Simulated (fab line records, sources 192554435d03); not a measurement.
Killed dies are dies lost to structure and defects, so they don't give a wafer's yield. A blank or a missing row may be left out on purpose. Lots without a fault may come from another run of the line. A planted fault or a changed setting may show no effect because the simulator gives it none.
Which tool did it? | flow n5_finfet | 10 lots, 28 wafers sampled, at 3 steps of a route of 1938

WHAT THE GAUGES READ, wafer by wafer
N5_BEOL_M4_RC_MEAS_101.
lot  | measured     | on        | VT_P (mV)
L207 | day 9 21:41  | prober-01 | -252.2 -250.2 -252.8
L208 | day 9 21:16  | prober-02 | -250.3 -244.7 -249.8
L209 | day 9 01:44  | prober-02 | -240.0 -247.9 -244.0
L210 | day 9 07:34  | prober-01 | -247.9 -249.8 -251.4
L220 | day 12 22:55 | prober-02 | -262.6
L222 | day 13 22:39 | prober-01 | -248.1 -247.4 -251.3
L223 | day 13 07:41 | prober-01 | -245.6 -246.7 -247.4
L224 | day 14 20:04 | prober-02 | -248.3 -255.1 -250.1
L225 | day 15 13:55 | prober-02 | -247.2 -247.7 -251.3
L229 | day 15 18:07 | prober-02 | -249.8 -249.7 -248.9

WHICH TOOL RAN EACH LOT (tool, then ch and the chambers of the sampled wafers, then the start)
lot  | N5_HKMG_FIN_ALD_74              | N5_BEOL_M4_CMP_52
L207 | ald_hk-01 ch 0,1,3, day 4 02:55 | cmp-03 ch 0,1,2, day 9 20:55
L208 | ald_hk-01 ch 0,3, day 4 08:43   | cmp-04 ch 0,3, day 9 20:33
L209 | ald_hk-03 ch 0,1,3, day 4 13:43 | cmp-04 ch 0,3, day 9 00:58
L210 | ald_hk-03 ch 1,2, day 4 22:29   | cmp-03 ch 0,1,3, day 9 06:38
L220 | ald_hk-03 ch 0, day 7 03:42     | cmp-04 ch 0, day 12 21:59
L222 | ald_hk-01 ch 0,1,2, day 7 16:13 | cmp-01 ch 1,2,3, day 13 22:02
L223 | ald_hk-01 ch 0,2,3, day 7 23:48 | cmp-01 ch 1,2,3, day 13 07:05
L224 | ald_hk-01 ch 0,1, day 8 02:32   | cmp-01 ch 1,2, day 14 19:18
L225 | ald_hk-01 ch 1,3, day 8 13:05   | cmp-01 ch 0,1,2, day 15 13:19
L229 | ald_hk-01 ch 1,3, day 9 12:38   | cmp-01 ch 0,2, day 15 17:32
- N5_HKMG_FIN_ALD_74: deposits La2O3, target thk 0.5 nm, pulse time 6 s, co reactant pulse time 1 s.
- N5_BEOL_M4_CMP_52: polishes, stops on SiOC, t overpolish 6.8 s, target thk 40 nm.

THE ANSWER, worked out from the rows above alone
Rule: what is usual is taken from the lots themselves. Put in order of their means at a reading, lots are off if they are a third of the lots or fewer, leave a main group of 4 or more, and stand apart from it by a gap of 3 or more times the standard deviation of the main group's means; of several such gaps the widest counts. A main group whose means are all the same, to the digits that the tables above print for the reading, isn't used. A lot without any number at a reading at which 4 lots or more have one is off too. The other lots that the step has rows for count as sound.
Off: L220, at N5_BEOL_M4_RC_MEAS_101 (VT_P). The main group: mean -248.7 mV, standard deviation 2.2.
A tool fits if, at a process step before that reading, it ran every lot that is off, and no sound lot after the first of them. The gauges at N5_BEOL_M4_RC_MEAS_101 are tried like those tools. Can't be told from this: 2 tools fit, ald_hk-03 at N5_HKMG_FIN_ALD_74, cmp-04 at N5_BEOL_M4_CMP_52.

WHAT THE SIMULATOR HAD PUT IN
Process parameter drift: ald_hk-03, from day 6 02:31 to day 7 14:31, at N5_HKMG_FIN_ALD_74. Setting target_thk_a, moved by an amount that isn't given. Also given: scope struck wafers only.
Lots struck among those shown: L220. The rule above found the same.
